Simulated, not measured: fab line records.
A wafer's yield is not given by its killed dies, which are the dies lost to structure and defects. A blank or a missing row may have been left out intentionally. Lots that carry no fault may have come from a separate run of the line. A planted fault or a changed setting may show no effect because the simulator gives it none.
Matching of chambers | flow nand harc | NHARC_A_STAIRCASE_DESCUM_186 on rie diel-09: 4 sister chambers
The step chemistry O2, time 3 s. 14 wafers are shown with their chamber, then 7 later ones without.

## WAFERS, EACH WITH ITS CHAMBER
wafer  | chamber | drypump motor current A (A) | showerhead plenum p Torr (Torr) | throttle valve pct (%)
L463.1 | 3       | 5.6                         | 1.77                            | 11.309
L463.3 | 1       | 4.9                         | 1.89                            | 11.308
L463.4 | 0       | 5.1                         | 1.92                            | 11.312
L469.1 | 0       | 5.0                         | 1.91                            | 11.308
L469.2 | 3       | 5.5                         | 2.07                            | 11.323
L469.4 | 1       | 4.9                         | 1.89                            | 11.311
L468.2 | 0       | 5.1                         | 1.91                            | 11.315
L468.3 | 2       | 4.9                         | 1.90                            | 11.317
L468.4 | 3       | 5.6                         | 2.07                            | 11.318
L470.2 | 1       | 4.9                         | 1.89                            | 11.307
L470.3 | 2       | 4.9                         | 1.90                            | 11.299
L470.4 | 3       | 5.6                         | 2.07                            | 11.320
L472.2 | 1       | 4.9                         | 1.89                            | 11.313
L472.4 | 2       | 4.9                         | 1.89                            | 11.311

SIGNATURES (means of the wafers above)
reading                  | chamber 0 | chamber 1 | chamber 2 | chamber 3 | scatter within a chamber
drypump motor current A  | 5.067     | 4.900     | 4.900     | 5.575     | 0.0376
showerhead plenum p Torr | 1.9133    | 1.8900    | 1.8967    | 1.9950    | 0.0822
throttle valve pct       | 11.31167  | 11.30975  | 11.30900  | 11.31750  | 0.0057
Rule: a wafer's distance from a chamber is the root of the sum, over the readings, of the square of ((its reading less the chamber's mean) divided by the reading's scatter). If the next closest chamber is less than 2 further off than the closest, the wafer can't be placed; otherwise it belongs to the closest. How the scatter is found: for the shown wafers, subtract from each reading the mean of its chamber, square and add these, divide the total by (wafers less chambers), then take the root.

## WAFERS WITH NO CHAMBER GIVEN
wafer  | drypump motor current A (A) | showerhead plenum p Torr (Torr) | throttle valve pct (%)
L472.5 | 4.9                         | 1.89                            | 11.314
L475.1 | 5.0                         | 1.91                            | 11.321
L475.2 | 4.9                         | 1.89                            | 11.304
L475.4 | 4.9                         | 1.89                            | 11.335
L485.1 | 5.5                         | 2.06                            | 11.315
L485.3 | 4.9                         | 1.89                            | 11.315
L485.4 | 5.1                         | 1.90                            | 11.312

## THE CHAMBER EACH PASSED THROUGH
wafer  | from the rows above          | in truth
L472.5 | can't be placed: 1 or 2      | 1
L475.1 | can't be placed: 0 or 1 or 2 | 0
L475.2 | can't be placed: 2 or 1      | 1
L475.4 | can't be placed: 1 or 2 or 0 | 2
L485.1 | 3                            | 3
L485.3 | can't be placed: 1 or 2      | 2
L485.4 | 0                            | 0
2 of 7 placed correctly. Not placeable from these rows: 5 (in 5, the candidates include the true chamber). 0 placed wrongly.
